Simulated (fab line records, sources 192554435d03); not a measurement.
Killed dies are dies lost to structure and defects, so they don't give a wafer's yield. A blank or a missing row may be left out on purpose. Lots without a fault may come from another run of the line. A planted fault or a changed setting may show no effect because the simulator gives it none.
fab line records | flow n5_finfet
record lots=7 wafers=21
route steps=1938 shown BEOL_M6@1194 BEOL_M7@1263 BEOL_M8@1343
start_h: hours from the record's first day to the start of the lot's first wafer shown | wait_h: hours since the lot's step before | " the same as in the row above | L1.1+2: a row that stands for several wafers | - no value, or no start given | * or withheld: withheld | < > ~ a bound
route shown NAME@n: a module of which the file shows steps, and the number in the route of the first | usual: mean/standard deviation of fault-free wafers | same: alike in all rows | chamber/n: place in a boat | sites: the reading at each site | _std_site: their standard deviation | _edge_site: outer sites' mean less inner sites' | radius_mm: how far each site lies from the wafer's centre | mask NAME#n: copy n | behind: the tool/chamber that last shaped the wafer | hold: why the lot was held/for how many hours/how that ended | device: the transistor (n, p or np) that didn't switch | end of line: the same wafers' tests at the end of the route | a step without rows: its recipe alone | killed: dies lost to structure and defects at the first sort, not the wafer's yield | map: a wafer's dies, x killed, . not, _ none there
set.NAME: the setting as run; set.NAME@STEP: as run at that earlier step | model.NAME: the simulator's own value behind a step, which no gauge read
lots whose settings were changed on purpose; a table a step, a row a wafer
## steps
# step N5_BEOL_M6_ILD_DEP_00
# recipe material=SiCOH_lowk target_thk_a=1797.5 temp_c=300 precursor=DEMS/porogen pressure_torr=5 rf_w=500 time_s=33.4
# columns lot.wafer tool chamber start_h wait_h set.time_s model.SiCOH_lowk_of_BEOL_M6_ILD_DEP_00.thk_nm
L074.1 pecvd-03 0 181.10 0.0 37.67 198.2
L074.3 " 2 " " 37.67 199.8
L074.6 " 0 " " 33.4 179.6
L075.1 pecvd-04 0 191.03 0.0 33.4 177.6
L075.2 " 2 " " 33.4 177.4
L075.5 " 0 " " 33.4 179.6
L077.1 pecvd-04 2 206.03 0.0 33.4 179.8
L077.3 " 0 " " 33.4 181.2
L077.6 " 0 " " 33.4 183
L083.2 pecvd-02 1 248.55 0.0 31.88 170.8
L083.5 " 0 " " 31.88 173.6
L083.6 " 1 " " 31.88 173.2
L088.1 pecvd-02 0 273.39 0.0 33.4 180
L088.4 " 2 " " 33.4 182.6
L088.5 " 0 " " 33.4 184.4
L090.3 pecvd-03 0 275.07 0.0 37.74 198.4
L090.5 " 1 " " 37.74 202.6
L090.6 " 2 " " 33.4 180.4
L093.1 pecvd-02 1 302.10 0.0 37.42 198.8
L093.4 " 1 " " 37.42 201.2
L093.5 " 0 " " 33.4 178
# step N5_BEOL_M6_CURE_74
# recipe temp_c=385 time_s=240 ambient=He/Ar material=SiCOH_lowk
# columns lot.wafer tool chamber start_h wait_h set.time_s@BEOL_M6_ILD_DEP_00 model.SiCOH_lowk_of_BEOL_M6_ILD_DEP_00.thk_nm
L074.1 uv_cure-01 1 181.16 0.0 37.67 171
L074.3 " 1 " " 37.67 172.4
L074.6 " 1 " " 33.4 155
L075.1 uv_cure-02 0 191.10 0.0 33.4 153.2
L075.2 " 0 " " 33.4 153
L075.5 " 0 " " 33.4 154.8
L077.1 uv_cure-02 1 206.18 0.1 33.4 155
L077.3 " 1 " " 33.4 156.2
L077.6 " 1 " " 33.4 157.8
L083.2 uv_cure-03 0 248.70 0.1 31.88 147.2
L083.5 " 0 " " 31.88 149.6
L083.6 " 0 " " 31.88 149.4
L088.1 uv_cure-03 0 273.45 0.0 33.4 155.2
L088.4 " 0 " " 33.4 157.4
L088.5 " 0 " " 33.4 159
L090.3 uv_cure-02 2 275.30 0.2 37.74 171.4
L090.5 " 2 " " 37.74 175
L090.6 " 2 " " 33.4 155.6
L093.1 uv_cure-02 0 302.37 0.2 37.42 171.6
L093.4 " 0 " " 37.42 173.8
L093.5 " 0 " " 33.4 153.4
# step N5_BEOL_M6_THK_MEAS_01
# recipe reads=SiCOH_lowk_of_BEOL_M6_ILD_DEP_00
# usual M6_ILD_THK=154.9/2
# columns lot.wafer tool chamber start_h wait_h set.time_s@BEOL_M6_ILD_DEP_00 M6_ILD_THK[nm]
L074.1 film_metro-01 - 181.68 0.4 37.67 171.1
L074.3 " - " " 37.67 172.5
L074.6 " - " " 33.4 154.8
L075.1 film_metro-01 - 192.09 0.8 33.4 153.2
L075.2 " - " " 33.4 152.9
L075.5 " - " " 33.4 154.9
L077.1 film_metro-01 - 206.70 0.4 33.4 155.0
L077.3 " - " " 33.4 156.3
L077.6 " - " " 33.4 157.8
L083.2 film_metro-02 - 249.13 0.4 31.88 147.2
L083.5 " - " " 31.88 149.7
L083.6 " - " " 31.88 149.4
L088.1 film_metro-02 - 273.96 0.4 33.4 155.2
L088.4 " - " " 33.4 157.6
L088.5 " - " " 33.4 159.0
L090.3 film_metro-01 - 275.65 0.3 37.74 171.3
L090.5 " - " " 37.74 175.0
L090.6 " - " " 33.4 155.6
L093.1 film_metro-02 - 302.88 0.4 37.42 171.5
L093.4 " - " " 37.42 173.9
L093.5 " - " " 33.4 153.5
# step N5_BEOL_M6_HM_DEP_02
# recipe material=TiN target_thk_a=200 temp_c=25 chamber_pressure_pa=0.49996
# columns lot.wafer tool chamber start_h wait_h set.target_thk_a model.TiN_of_BEOL_M6_HM_DEP_02.thk_nm
L074.1 pvd_sputter-03 - 183.03 1.3 173.4 17
L074.3 " - " " 200 19.8
L074.6 " - " " 200 20
L075.1 pvd_sputter-01 - 192.39 0.2 200 20
L075.2+5 " - " " 200 20.2
L077.1+3 pvd_sputter-03 - 207.29 0.5 200 20
L077.6 " - " " 200 20.2
L083.2 pvd_sputter-01 - 249.24 0.1 200 19.8
L083.5 " - " " 200 20
L083.6 " - " " 226.9 22.6
L088.1 pvd_sputter-02 - 274.52 0.5 207.9 20.6
L088.4 " - " " 200 19.8
L088.5 " - " " 207.9 20.8
L090.3 pvd_sputter-02 - 277.29 1.6 200 19.6
L090.5+6 " - " " 219 21.6
L093.1+5 pvd_sputter-01 - 304.01 1.1 189.8 19.2
L093.4 " - " " 189.8 19
# step N5_BEOL_M6_COAT_59
# recipe resist=SOC temp_c=250 time_s=60 spin_rpm=1500 resist_thk_nm=100
# step N5_BEOL_M6_COAT_60
# recipe resist=SiARC temp_c=220 time_s=60 spin_rpm=1500 resist_thk_nm=35
# step N5_BEOL_M6_STRIP_68
# recipe chemistry=N2/H2 temp_c=40 n2_flow_sccm=200 h2_flow_sccm=200 rf_frequency_hz=6e+07
# step N5_BEOL_M6_STRIP_67
# recipe chemistry=CF4 resist=SiARC power_w=300 bias_power_w=75 pressure_mtorr=50 cf4_flow_sccm=150 rf_frequency_hz=6e+07
# step N5_BEOL_M6_HM_OPEN_17
# recipe chemistry=Cl2/BCl3 target_depth_a=200 overetch_a=60 target=TiN mask_material=SOC ion_energy_ev=150 pressure_mtorr=10 icp_w=1000 bias_w=126 Cl2_flow_sccm=53.25 bcl3_flow_sccm=21.75 Ar_flow_sccm=25
# columns lot.wafer tool chamber start_h wait_h set.target_thk_a@BEOL_M6_HM_DEP_02 model.etch.depth_nm
L074.1 rie_metal-01 1 183.90 0.0 173.4 17.08
L074.3 " 1 " " 200 19.81
L074.6 " 1 " " 200 19.98
L075.1 rie_metal-02 1 193.55 0.0 200 19.98
L075.2 " 0 " " 200 20.11
L075.5 " 0 " " 200 20.28
L077.1 rie_metal-03 1 208.03 0.0 200 19.94
L077.3 " 0 " " 200 20.02
L077.6 " 0 " " 200 20.1
L083.2 rie_metal-02 0 250.76 0.0 200 19.88
L083.5 " 1 " " 200 19.96
L083.6 " 0 " " 226.9 22.56
L088.1 rie_metal-02 0 275.38 0.0 207.9 20.62
L088.4 " 0 " " 200 19.86
L088.5 " 0 " " 207.9 20.86
L090.3 rie_metal-03 1 278.18 0.1 200 19.67
L090.5 " 0 " " 219 21.52
L090.6 " 1 " " 219 21.68
L093.1 rie_metal-03 0 304.79 0.0 189.8 19.11
L093.4 " 0 " " 189.8 19.06
L093.5 " 1 " " 189.8 19.24
# step N5_BEOL_M6_STRIP_19
# recipe chemistry=O2 power_w=400 temp_c=40 pressure_mtorr=30 rf_frequency_hz=6e+07 bias_power_w=0 overash_fraction=0.2 o2_flow_sccm=225
# step N5_BEOL_M6_STRIP_76
# recipe chemistry=C4F6/O2 resist=SiARC rf_frequency_hz=6e+07
# step N5_BEOL_M6_STRIP_36
# recipe chemistry=N2/H2 power_w=450 temp_c=40 pressure_mtorr=20 rf_frequency_hz=6e+07 overash_fraction=0.3 bias_power_w=7 h2_frac=0.5 n2_flow_sccm=200 h2_flow_sccm=200
# step N5_BEOL_M6_TRENCH_ETCH_37
# recipe chemistry=C4F6/O2 target_depth_a=944.35 target=SiCOH_lowk time_s=31.5 ion_energy_ev=250 pressure_mtorr=30 source_w=345 bias_w=185 Ar_flow_sccm=300 C4F6_flow_sccm=10 O2_flow_sccm=10
# columns lot.wafer tool chamber start_h wait_h set.target_thk_a@BEOL_M6_HM_DEP_02 model.TiN_of_BEOL_M6_HM_DEP_02.thk_nm
L074.1 rie_diel-01 2 - - 173.4 14.4
L074.3 " 1 " " 200 17
L074.6 " 3 " " 200 17.2
L075.1+2 rie_diel-06 2,1 - - 200 17.4
L075.5 " 2 " " 200 17.6
L077.1 rie_diel-06 3 - - 200 17.2
L077.3+6 " 2,3 " " 200 17.4
L083.2+5 rie_diel-06 1 - - 200 17.2
L083.6 " 0 " " 226.9 19.8
L088.1 rie_diel-02 3 - - 207.9 18
L088.4 " 3 " " 200 17.2
L088.5 " 2 " " 207.9 18.2
L090.3 rie_diel-02 0 - - 200 17
L090.5 " 3 " " 219 18.8
L090.6 " 0 " " 219 19
L093.1+4 rie_diel-02 2,0 - - 189.8 16.4
L093.5 " 2 " " 189.8 16.6
# step N5_BEOL_M7_ILD_DEP_00
# recipe material=SiCOH_lowk target_thk_a=1797.5 temp_c=300 precursor=DEMS/porogen pressure_torr=5 rf_w=500 time_s=33.4
# columns lot.wafer tool chamber start_h wait_h set.time_s model.SiCOH_lowk_of_BEOL_M7_ILD_DEP_00.thk_nm
L074.1 pecvd-01 2 189.29 0.0 30.58 166.2
L074.3 " 1 " " 33.4 178.4
L074.6 " 0 " " 30.58 164
L075.1 pecvd-02 0 199.52 0.0 33.4 176.4
L075.2 " 1 " " 33.4 178.6
L075.5 " 1 " " 33.4 181
L077.1 pecvd-04 2 214.53 0.0 33.4 179.6
L077.3 " 0 " " 33.4 176.2
L077.6 " 1 " " 31.19 167.6
L083.2 pecvd-02 0 255.11 0.0 34.85 186.4
L083.5 " 0 " " 33.4 183
L083.6 " 2 " " 33.4 180.4
L088.1 pecvd-02 2 279.77 0.0 35.55 190.4
L088.4 " 2 " " 35.55 193.4
L088.5 " 1 " " 33.4 181.8
L090.3 pecvd-01 0 285.85 0.0 30.99 165.4
L090.5+6 " 0,2 " " 33.4 181
L093.1 pecvd-01 1 309.15 0.0 33.4 177.2
L093.4 " 2 " " 37.8 203.6
L093.5 " 2 " " 33.4 182.6
# step N5_BEOL_M7_CURE_74
# recipe temp_c=385 time_s=240 ambient=He/Ar material=SiCOH_lowk
# columns lot.wafer tool chamber start_h wait_h set.time_s@BEOL_M7_ILD_DEP_00 model.SiCOH_lowk_of_BEOL_M7_ILD_DEP_00.thk_nm
L074.1 uv_cure-03 1 189.36 0.0 30.58 143.2
L074.3 " 1 " " 33.4 153.8
L074.6 " 1 " " 30.58 141.2
L075.1 uv_cure-01 1 199.59 0.0 33.4 152.2
L075.2 " 1 " " 33.4 154
L075.5 " 1 " " 33.4 156.2
L077.1 uv_cure-02 0 214.59 0.0 33.4 155
L077.3 " 0 " " 33.4 152
L077.6 " 0 " " 31.19 144.4
L083.2 uv_cure-01 1 255.27 0.1 34.85 160.8
L083.5 " 1 " " 33.4 157.8
L083.6 " 1 " " 33.4 155.6
L088.1 uv_cure-03 1 279.84 0.0 35.55 164.2
L088.4 " 1 " " 35.55 166.8
L088.5 " 1 " " 33.4 156.8
L090.3 uv_cure-03 0 286.07 0.2 30.99 142.6
L090.5+6 " 0 " " 33.4 156
L093.1 uv_cure-03 0 309.23 0.1 33.4 152.8
L093.4 " 0 " " 37.8 175.8
L093.5 " 0 " " 33.4 157.6
# step N5_BEOL_M7_THK_MEAS_01
# recipe reads=SiCOH_lowk_of_BEOL_M7_ILD_DEP_00
# usual M7_ILD_THK=154.7/1.8
# columns lot.wafer tool chamber start_h wait_h set.time_s@BEOL_M7_ILD_DEP_00 M7_ILD_THK[nm]
L074.1 film_metro-02 - 189.87 0.4 30.58 143.1
L074.3 " - " " 33.4 153.9
L074.6 " - " " 30.58 141.1
L075.1 film_metro-02 - 200.10 0.4 33.4 152.2
L075.2 " - " " 33.4 154.0
L075.5 " - " " 33.4 156.2
L077.1 film_metro-02 - 215.10 0.4 33.4 155.0
L077.3 " - " " 33.4 151.9
L077.6 " - " " 31.19 144.4
L083.2 film_metro-02 - 255.70 0.4 34.85 160.8
L083.5 " - " " 33.4 157.8
L083.6 " - " " 33.4 155.6
L088.1 film_metro-02 - 280.35 0.4 35.55 164.4
L088.4 " - " " 35.55 166.9
L088.5 " - " " 33.4 156.7
L090.3 film_metro-01 - 286.43 0.3 30.99 142.5
L090.5 " - " " 33.4 156.2
L090.6 " - " " 33.4 156.1
L093.1 film_metro-02 - 309.75 0.4 33.4 152.9
L093.4 " - " " 37.8 175.7
L093.5 " - " " 33.4 157.5
# step N5_BEOL_M7_ETCH_61
# recipe chemistry=CF4 target=SiARC target_depth_a=455 mask_material=CAR-ArF time_s=75.8 ion_energy_ev=80 pressure_mtorr=40 source_w=545 bias_w=36 Ar_flow_sccm=100 cf4_flow_sccm=100 ends=cleared
# usual etch_rf_on_time_s=75.1/1.3 rf_vpp_V=184.3/1.2
# columns lot.wafer tool chamber start_h wait_h set.source_w etch_rf_on_time_s rf_vpp_V
L074.1 rie_diel-04 3 190.74 0.0 545 74.2 184.8
L074.3 " 0 " " 545 77.1 184.5
L074.6 " 2 " " 545 75.4 185.3
L075.1 rie_diel-05 1 201.55 0.0 545 72.9 184.2
L075.2 " 2 " " 545 74.3 184.1
L075.5 " 0 " " 545 73.5 183.0
L077.1 rie_diel-04 2 215.84 0.0 462.3 87.1 197.1
L077.3 " 1 " " 462.3 84.8 193.2
L077.6 " 2 " " 545 75.3 185.1
L083.2 rie_diel-03 3 257.12 0.0 545 74.7 185.2
L083.5 " 0 " " 618.9 67.7 174.7
L083.6 " 3 " " 545 73.9 186.1
L088.1 rie_diel-03 2 283.02 0.0 576.6 72.7 179.9
L088.4 " 3 " " 545 75.5 184.8
L088.5 " 1 " " 576.6 72.3 178.8
L090.3 rie_diel-04 0 288.73 0.0 493.1 85.8 190.8
L090.5 " 3 " " 545 74.6 183.3
L090.6 " 0 " " 493.1 85.1 191.1
L093.1 rie_diel-03 1 312.55 0.0 545 75.2 183.1
L093.4 " 0 " " 584.4 70.9 179.7
L093.5 " 3 " " 584.4 69.5 181.5
# step N5_BEOL_M8_PEB_09
# recipe peb_temp_c=withheld peb_time_s=60 resist=CAR-ArF
# columns lot.wafer tool chamber start_h wait_h set.peb_time_s
L074.1+3 litho_track-05 0 198.52 0.1 60
L074.6 " 0 " " 66.87
L075.1+2+5 litho_track-01 0 211.22 0.1 60
L077.1+3 litho_track-04 0 223.56 0.1 60
L077.6 " 0 " " 69.22
L083.2+5 litho_track-05 0 262.89 0.0 70.8
L083.6 " 0 " " 60
L088.1+4 litho_track-04 0 290.51 0.1 71.97
L088.5 " 0 " " 60
L090.3 litho_track-05 0 296.83 0.0 64.49
L090.5+6 " 0 " " 60
L093.1+5 litho_track-01 0 320.47 0.1 69.15
L093.4 " 0 " " 60
# step N5_BEOL_M8_DEVELOP_10
# recipe develop_time_s=30 developer=TMAH resist=CAR-ArF rinse_liquid=diw dry=air_spin dev_temp_c=23
# step N5_BEOL_M8_CD_MEAS_11
# recipe target_cd_nm=38.5 landing_energy_ev=500 detector=se_inlens polarity=opening
# usual cd_nm=38.5/0.4
# columns lot.wafer tool chamber start_h wait_h set.peb_time_s@BEOL_M8_PEB_09 cd_nm
L074.1 cd_sem-03 0 198.58 - 60 37.8
L074.3 " 0 " " 60 38.3
L074.6 " 0 " " 66.87 41.0
L075.1 cd_sem-02 0 211.29 - 60 38.3
L075.2 " 0 " " 60 37.8
L075.5 " 0 " " 60 38.5
L077.1 cd_sem-01 0 223.63 - 60 39.3
L077.3 " 0 " " 60 39.0
L077.6 " 0 " " 69.22 42.5
L083.2 cd_sem-01 0 262.96 - 70.8 41.7
L083.5 " 0 " " 70.8 41.6
L083.6 " 0 " " 60 38.4
L088.1 cd_sem-01 0 290.58 - 71.97 43.2
L088.4 " 0 " " 71.97 43.1
L088.5 " 0 " " 60 38.1
L090.3 cd_sem-02 0 296.89 - 64.49 39.9
L090.5 " 0 " " 60 38.6
L090.6 " 0 " " 60 38.1
L093.1 cd_sem-03 0 320.54 - 69.15 42.3
L093.4 " 0 " " 60 38.6
L093.5 " 0 " " 69.15 42.2
# step N5_BEOL_M8_DESCUM_16
# recipe chemistry=O2 time_s=7.9 source_power_w=50 bias_power_w=20 pressure_mtorr=20 rf_frequency_hz=2.712e+07 temp_c=40 resist=CAR-ArF o2_flow_sccm=225
# step N5_BEOL_M8_ETCH_61
# recipe chemistry=CF4 target=SiARC target_depth_a=455 mask_material=CAR-ArF time_s=75.8 ion_energy_ev=80 pressure_mtorr=40 source_w=545 bias_w=36 Ar_flow_sccm=100 cf4_flow_sccm=100 ends=cleared
# columns lot.wafer tool chamber start_h wait_h set.peb_time_s@BEOL_M8_PEB_09 model.BEOL_M8.cd_offset_nm
L074.1 rie_diel-01 0 199.06 0.0 60 -0.8
L074.3 " 1 " " 60 -0.2
L074.6 " 1 " " 66.87 2.2
L075.1 rie_diel-01 1 211.91 0.0 60 -0.6
L075.2 " 2 " " 60 -0.4
L075.5 " 1 " " 60 -0.2
L077.1 rie_diel-06 0 223.75 0.0 60 0.6
L077.3 " 2 " " 60 0.8
L077.6 " 1 " " 69.22 3.8
L083.2+5 rie_diel-06 3,1 263.55 0.0 70.8 3.4
L083.6 " 0 " " 60 -0.6
L088.1 rie_diel-02 0 290.93 0.0 71.97 4.6
L088.4 " 2 " " 71.97 4.2
L088.5 " 3 " " 60 -0.4
L090.3 rie_diel-02 1 297.03 0.0 64.49 1.4
L090.5 " 0 " " 60 -0.2
L090.6 " 1 " " 60 -0.4
L093.1 rie_diel-02 1 320.68 0.0 69.15 4
L093.4 " 3 " " 60 -0.2
L093.5 " 1 " " 69.15 3.8
## key
split step=N5_BEOL_M6_ILD_DEP_00 setting=time_s stated=33.4 by=wafer
response step=N5_BEOL_M6_ILD_DEP_00 reading=model.SiCOH_lowk_of_BEOL_M6_ILD_DEP_00.thk_nm change=+1.62 per=1% r=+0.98
response step=N5_BEOL_M6_CURE_74 reading=model.SiCOH_lowk_of_BEOL_M6_ILD_DEP_00.thk_nm change=+1.41 per=1% r=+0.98
response step=N5_BEOL_M6_THK_MEAS_01 reading=M6_ILD_THK change=+1.42 per=1% r=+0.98
split step=N5_BEOL_M6_HM_DEP_02 setting=target_thk_a stated=200 by=wafer
response step=N5_BEOL_M6_HM_DEP_02 reading=model.TiN_of_BEOL_M6_HM_DEP_02.thk_nm change=+0.21 per=1% r=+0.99
response step=N5_BEOL_M6_HM_OPEN_17 reading=model.etch.depth_nm change=+0.204 per=1% r=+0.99
response step=N5_BEOL_M6_TRENCH_ETCH_37 reading=model.TiN_of_BEOL_M6_HM_DEP_02.thk_nm change=+0.199 per=1% r=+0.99
split step=N5_BEOL_M7_ILD_DEP_00 setting=time_s stated=33.4 by=wafer
response step=N5_BEOL_M7_ILD_DEP_00 reading=model.SiCOH_lowk_of_BEOL_M7_ILD_DEP_00.thk_nm change=+1.72 per=1% r=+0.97
response step=N5_BEOL_M7_CURE_74 reading=model.SiCOH_lowk_of_BEOL_M7_ILD_DEP_00.thk_nm change=+1.5 per=1% r=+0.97
response step=N5_BEOL_M7_THK_MEAS_01 reading=M7_ILD_THK change=+1.51 per=1% r=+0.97
split step=N5_BEOL_M7_ETCH_61 setting=source_w stated=545 by=wafer
response step=N5_BEOL_M7_ETCH_61 reading=etch_rf_on_time_s change=* per=1% r=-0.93
response step=N5_BEOL_M7_ETCH_61 reading=rf_vpp_V change=-0.715 per=1% r=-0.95
split step=N5_BEOL_M8_PEB_09 setting=peb_time_s stated=60 by=wafer
response step=N5_BEOL_M8_CD_MEAS_11 reading=cd_nm change=+0.225 per=1% r=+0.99
response step=N5_BEOL_M8_ETCH_61 reading=model.BEOL_M8.cd_offset_nm change=+0.233 per=1% r=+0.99
